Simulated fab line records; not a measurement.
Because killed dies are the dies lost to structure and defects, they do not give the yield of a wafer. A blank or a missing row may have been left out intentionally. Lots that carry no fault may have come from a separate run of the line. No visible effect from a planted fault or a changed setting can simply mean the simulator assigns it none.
Matching of chambers / flow nand-harc / NHARC_THIN_TSV_CMP_01 on cmp-03 has 4 sister chambers
The step polishes. 20 wafers are shown with their chamber, then 10 later ones without.

== WAFERS WITH THEIR CHAMBER ==
wafer=L075.1; chamber=2; motor-current-A (A)=10.6
wafer=L075.2; chamber=0; motor-current-A (A)=11.1
wafer=L075.5; chamber=3; motor-current-A (A)=11.4
wafer=L078.3; chamber=3; motor-current-A (A)=12.0
wafer=L078.4; chamber=1; motor-current-A (A)=10.0
wafer=L078.6; chamber=2; motor-current-A (A)=11.4
wafer=L078.1; chamber=0; motor-current-A (A)=11.5
wafer=L078.2; chamber=2; motor-current-A (A)=11.3
wafer=L078.5; chamber=1; motor-current-A (A)=9.8
wafer=L080.1; chamber=2; motor-current-A (A)=11.5
wafer=L080.2; chamber=3; motor-current-A (A)=12.5
wafer=L080.5; chamber=1; motor-current-A (A)=9.3
wafer=L084.1; chamber=2; motor-current-A (A)=11.7
wafer=L084.3; chamber=0; motor-current-A (A)=11.2
wafer=L084.5; chamber=3; motor-current-A (A)=12.3
wafer=L088.1; chamber=2; motor-current-A (A)=11.3
wafer=L088.3; chamber=3; motor-current-A (A)=11.4
wafer=L088.6; chamber=1; motor-current-A (A)=9.1
wafer=L087.1; chamber=0; motor-current-A (A)=11.4
wafer=L087.3; chamber=1; motor-current-A (A)=9.0

SIGNATURES, as means of the wafers listed above
reading=motor-current-A; chamber 0=11.300; chamber 1=9.440; chamber 2=11.300; chamber 3=11.920; scatter within a chamber=0.403
Rule: distance of a wafer from a chamber = root of the sum over the readings of ((wafer's reading minus chamber's mean) / reading's scatter) squared. The wafer belongs to the nearest chamber; if the next one is less than 2 further off, it can't be placed. The scatter: take each reading less its chamber's mean, square it, sum over the shown wafers, divide by the number of wafers less the number of chambers, and take the root.

== WAFERS WITHOUT THEIR CHAMBER ==
wafer=L087.5; motor-current-A (A)=11.7
wafer=L090.1; motor-current-A (A)=11.2
wafer=L090.3; motor-current-A (A)=11.4
wafer=L090.5; motor-current-A (A)=11.3
wafer=L092.3; motor-current-A (A)=10.7
wafer=L092.4; motor-current-A (A)=9.6
wafer=L092.6; motor-current-A (A)=9.2
wafer=L095.1; motor-current-A (A)=10.8
wafer=L095.4; motor-current-A (A)=9.7
wafer=L095.5; motor-current-A (A)=11.4

== WHICH CHAMBER EACH WENT THROUGH ==
wafer=L087.5; from the rows above=can't be placed: 3 or 0 or 2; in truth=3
wafer=L090.1; from the rows above=can't be placed: 0 or 2 or 3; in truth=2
wafer=L090.3; from the rows above=can't be placed: 0 or 2 or 3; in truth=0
wafer=L090.5; from the rows above=can't be placed: 0 or 2 or 3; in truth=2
wafer=L092.3; from the rows above=can't be placed: 0 or 2 or 3 or 1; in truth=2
wafer=L092.4; from the rows above=1; in truth=1
wafer=L092.6; from the rows above=1; in truth=1
wafer=L095.1; from the rows above=can't be placed: 0 or 2 or 3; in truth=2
wafer=L095.4; from the rows above=1; in truth=1
wafer=L095.5; from the rows above=can't be placed: 0 or 2 or 3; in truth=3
3 of 10 placed correctly. Cannot be placed on the basis of these rows: 7; the candidates contain the true chamber in 7. Wrongly placed: 0.
